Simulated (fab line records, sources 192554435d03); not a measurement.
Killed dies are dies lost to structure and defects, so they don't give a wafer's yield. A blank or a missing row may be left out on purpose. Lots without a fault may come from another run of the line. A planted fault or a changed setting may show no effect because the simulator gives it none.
Which tool did it? | flow n5_finfet | 10 lots, 29 wafers sampled, at 4 steps of a route of 1938

WHAT THE GAUGES READ, wafer by wafer
N5_BEOL_M4_RC_MEAS_101. Usual: DIBL_N 36.3 mV/V, standard deviation 1; DIBL_P 36.2 mV/V, standard deviation 1.4; IOFF_N 0.157 nA/um, standard deviation 0.021; IOFF_P 0.206 nA/um, standard deviation 0.025; ION_N 673 uA/um, standard deviation 9; ION_P 461 uA/um, standard deviation 6.4; SS_N 71.5 mV/dec, standard deviation 0.5; SS_P 73.2 mV/dec, standard deviation 0.47; VT_N 249.9 mV, standard deviation 2.4; VT_P -250.6 mV, standard deviation 2.9.
lot  | measured     | on        | DIBL_N (mV/V)  | DIBL_P (mV/V)  | IOFF_N (nA/um)    | IOFF_P (nA/um)    | ION_N (uA/um) | ION_P (uA/um) | SS_N (mV/dec)  | SS_P (mV/dec)  | VT_N (mV)         | VT_P (mV)            | flag
L898 | day 8 00:16  | prober-01 | 35.0 35.3 35.6 | 35.5 34.7 35.7 | 0.131 0.128 0.131 | 0.174 0.170 0.179 | 674 664 665   | 456 452 456   | 71.2 71.7 70.8 | 72.7 73.0 72.5 | 252.7 252.4 254.0 | -254.4 -255.1 -254.1 |
L899 | day 8 05:33  | prober-01 | 35.3 37.3 34.9 | 34.4 37.2 34.2 | 0.136 0.170 0.129 | 0.177 0.217 0.175 | 671 682 668   | 462 467 461   | 70.8 71.2 70.1 | 73.1 74.0 73.2 | 250.8 248.2 250.4 | -251.1 -250.9 -252.8 |
L905 | day 9 13:46  | prober-01 | 37.1 36.2 36.3 | 38.0 37.4 37.1 | 0.200 0.189 0.183 | 0.260 0.241 0.251 | 676 673 676   | 464 463 465   | 72.4 71.8 71.9 | 74.0 73.5 74.3 | 247.1 246.8 249.2 | -247.2 -248.0 -246.9 |
L906 | day 9 14:26  | prober-02 | 36.2 36.6 36.2 | 35.7 35.6 35.8 | 0.148 0.154 0.151 | 0.186 0.178 0.182 | 673 675 677   | 457 456 467   | 71.8 71.9 71.1 | 73.9 72.4 73.3 | 250.7 248.6 250.7 | -252.1 -251.9 -252.5 |
L907 | day 9 19:16  | prober-02 | 35.4 36.5 36.2 | 35.4 36.8 35.5 | 0.140 0.175 0.159 | 0.180 0.203 0.186 | 663 685 661   | 451 465 450   | 70.8 72.0 71.9 | 73.5 73.5 73.4 | 252.7 246.5 250.9 | -250.7 -250.9 -254.0 |
L910 | day 10 21:08 | prober-02 | 37.0 37.2      | 37.4 38.3      | 0.161 0.170       | 0.206 0.222       | 671 687       | 460 462       | 71.6 72.1      | 73.0 72.6      | 253.7 247.8       | -251.2 -251.6        |
L918 | day 12 23:17 | prober-01 | 35.8 34.6 35.3 | 36.5 35.0 35.7 | 0.162 0.136 0.152 | 0.227 0.198 0.210 | 680 670 677   | 469 467 468   | 71.4 71.5 71.4 | 74.0 72.7 73.7 | 245.4 251.9 251.6 | -247.4 -251.0 -245.4 |
L919 | day 13 01:10 | prober-01 | 35.8 36.5 35.6 | 34.6 34.8 34.3 | 0.141 0.147 0.142 | 0.206 0.210 0.208 | 679 665 681   | 470 463 472   | 71.0 71.5 71.0 | 73.2 72.5 72.6 | 250.3 248.9 250.8 | -247.9 -246.2 -247.9 |
L920 | day 13 13:49 | prober-02 | 37.8 35.6 33.4 | 38.4 35.6 32.3 | 0.180 0.145 0.106 | 0.230 0.187 0.148 | 674 664 663   | 462 457 455   | 71.7 72.1 70.7 | 74.2 72.9 72.3 | 248.4 251.5 255.4 | -251.4 -251.2 -255.0 |
L921 | day 13 18:34 | prober-02 | 36.6 37.6 36.7 | 39.0 40.5 38.5 | 0.183 0.208 0.187 | 0.210 0.230 0.207 | 688 697 686   | 469 462 462   | 71.7 71.7 72.0 | 73.4 73.7 73.4 | 246.7 247.3 246.2 | -247.7 -248.8 -249.5 |

N5_BEOL_M14_INSPECT_55: inspects for defects (darkfield). Usual: raw_defect_count 66, standard deviation 20.
lot  | measured     | on                | raw_defect_count | flag
L898 | day 11 14:51 | defect_inspect-01 | 85 43 49         |
L899 | day 11 16:41 | defect_inspect-01 | 59 67 53         |
L905 | day 13 01:56 | defect_inspect-02 | 72 100 85        |
L906 | day 13 06:41 | defect_inspect-02 | 70 25 66         |
L907 | day 13 03:58 | defect_inspect-01 | 45 43 57         |
L910 | day 14 01:59 | defect_inspect-01 | 48 60            |
L918 | day 16 09:23 | defect_inspect-02 | 52 66 56         |
L919 | day 16 05:00 | defect_inspect-01 | 72 73 80         |
L920 | day 16 21:07 | defect_inspect-02 | 77 90 80         |
L921 | day 16 23:44 | defect_inspect-01 | 42 75 52         |

N5_BEOL_M15_CD_MEAS_28: target cd 407.6 nm. Usual: cd_nm 408.2 nm, standard deviation 1.4.
lot  | measured     | on        | cd_nm (nm)        | flag
L898 | day 11 17:02 | cd_sem-02 | 409.0 408.5 408.2 |
L899 | day 11 18:59 | cd_sem-02 | 407.2 408.0 405.9 |
L905 | day 13 03:59 | cd_sem-02 | 407.8 408.5 408.9 |
L906 | day 13 08:56 | cd_sem-01 | 409.6 409.3 409.7 |
L907 | day 13 06:10 | cd_sem-02 | 406.5 407.0 407.0 |
L910 | day 14 04:10 | cd_sem-01 | 487.9 489.2       | OFF
L918 | day 16 11:49 | cd_sem-02 | 405.9 407.7 409.0 |
L919 | day 16 07:18 | cd_sem-02 | 410.0 410.7 409.6 |
L920 | day 16 23:17 | cd_sem-03 | 407.5 409.1 409.2 |
L921 | day 17 02:02 | cd_sem-01 | 408.0 409.8 407.2 |

WHICH TOOL RAN EACH LOT (tool, then ch and the chambers of the sampled wafers, then the start)
lot  | N5_BEOL_M15_EXPOSE_25
L898 | krf_scanner-02 ch 0, day 11 16:52
L899 | krf_scanner-02 ch 0, day 11 18:50
L905 | krf_scanner-01 ch 0, day 13 03:48
L906 | krf_scanner-02 ch 0, day 13 08:46
L907 | krf_scanner-02 ch 0, day 13 05:59
L910 | krf_scanner-01 ch 0, day 14 03:59
L918 | krf_scanner-02 ch 0, day 16 11:38
L919 | krf_scanner-02 ch 0, day 16 07:07
L920 | krf_scanner-01 ch 0, day 16 23:08
L921 | krf_scanner-02 ch 0, day 17 01:52
- N5_BEOL_M15_EXPOSE_25: exposes mask M15, target cd 400 nm.

WHAT THE TOOLS THEMSELVES READ (means of the sampled wafers that have a number; where no wafer has one, the mark that the record gives instead)
The record holds no such reading with a usual standard deviation.

THE ANSWER, worked out from the rows above alone
Rule: a lot is off if the mean of its wafers that have a number lies more than 3 standard deviations from the usual mean. A lot without any number at a reading at which 4 lots or more have one is off too. The other lots that the step has rows for count as sound. The gauges are gone through in route order, then the tools' own readings, and for those a lot's mean is taken as printed above. The first step at which some lot is off is used, and at that step the reading that is off furthest; a lot without a number counts as furthest.
Off: L910, at N5_BEOL_M15_CD_MEAS_28 (cd_nm).
A tool fits if, at a process step before that reading, it ran every lot that is off, and no sound lot after the first of them. The gauges at N5_BEOL_M15_CD_MEAS_28 are tried like those tools. None of those tried fits.

WHAT THE SIMULATOR HAD PUT IN
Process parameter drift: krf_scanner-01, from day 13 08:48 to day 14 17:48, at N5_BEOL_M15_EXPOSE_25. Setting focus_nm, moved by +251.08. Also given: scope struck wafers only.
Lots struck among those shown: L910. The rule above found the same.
